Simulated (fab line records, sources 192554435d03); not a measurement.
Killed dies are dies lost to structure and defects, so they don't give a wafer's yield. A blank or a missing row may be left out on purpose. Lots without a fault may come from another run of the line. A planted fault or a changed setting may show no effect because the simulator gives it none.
Chamber matching | flow n5_finfet | N5_FIN_CUT_CUT_ETCH_28 on rie_si-04: 4 sister chambers
The step etches Si in HBr/Cl2/O2, target depth 6 nm, time 2.4 s. 8 wafers are shown with their chamber, then 10 later ones without.

WAFERS WITH THEIR CHAMBER
wafer  | chamber | throttle_valve_pct (%) | drypump_motor_current_A (A)
L084.5 | 1       | 37.28                  | 5.7
L085.3 | 3       | 37.13                  | 5.4
L085.5 | 0       | 37.71                  | 5.6
L088.1 | 3       | 37.13                  | 5.4
L088.3 | 2       | 37.62                  | 5.8
L088.5 | 1       | 37.26                  | 5.7
L089.1 | 2       | 37.62                  | 5.8
L089.2 | 0       | 37.71                  | 5.7

WAFERS WITHOUT THEIR CHAMBER
wafer  | throttle_valve_pct (%) | drypump_motor_current_A (A)
L089.5 | 37.72                  | 5.6
L091.1 | 37.70                  | 5.6
L091.2 | 37.27                  | 5.7
L091.5 | 37.27                  | 5.7
L096.2 | 37.61                  | 5.8
L096.3 | 37.26                  | 5.7
L096.6 | 37.71                  | 5.6
L097.1 | 37.74                  | 5.7
L097.5 | 37.61                  | 5.7
L097.6 | 37.13                  | 5.4

WHICH CHAMBER EACH WENT THROUGH
wafer  | from the rows above | in truth
L089.5 | 0                   | 0
L091.1 | 0                   | 0
L091.2 | 1                   | 1
L091.5 | 1                   | 1
L096.2 | 2                   | 2
L096.3 | 1                   | 1
L096.6 | 0                   | 0
L097.1 | 0                   | 0
L097.5 | 2                   | 2
L097.6 | 3                   | 3
Placed correctly: 10 of 10. Can't be placed from these rows: 0. Placed wrongly: 0.
How it was worked out, from the rows above alone: a wafer's distance from a chamber is the root of the sum, over the readings, of the square of ((its reading less the chamber's mean) divided by the reading's scatter). The wafer belongs to the nearest chamber; if the next one is less than 2 further off, it can't be placed. A chamber's mean is the mean of its shown wafers. The scatter: the root of (the sum of the squares of (reading less its chamber's mean) over the shown wafers, divided by (wafers less chambers)).
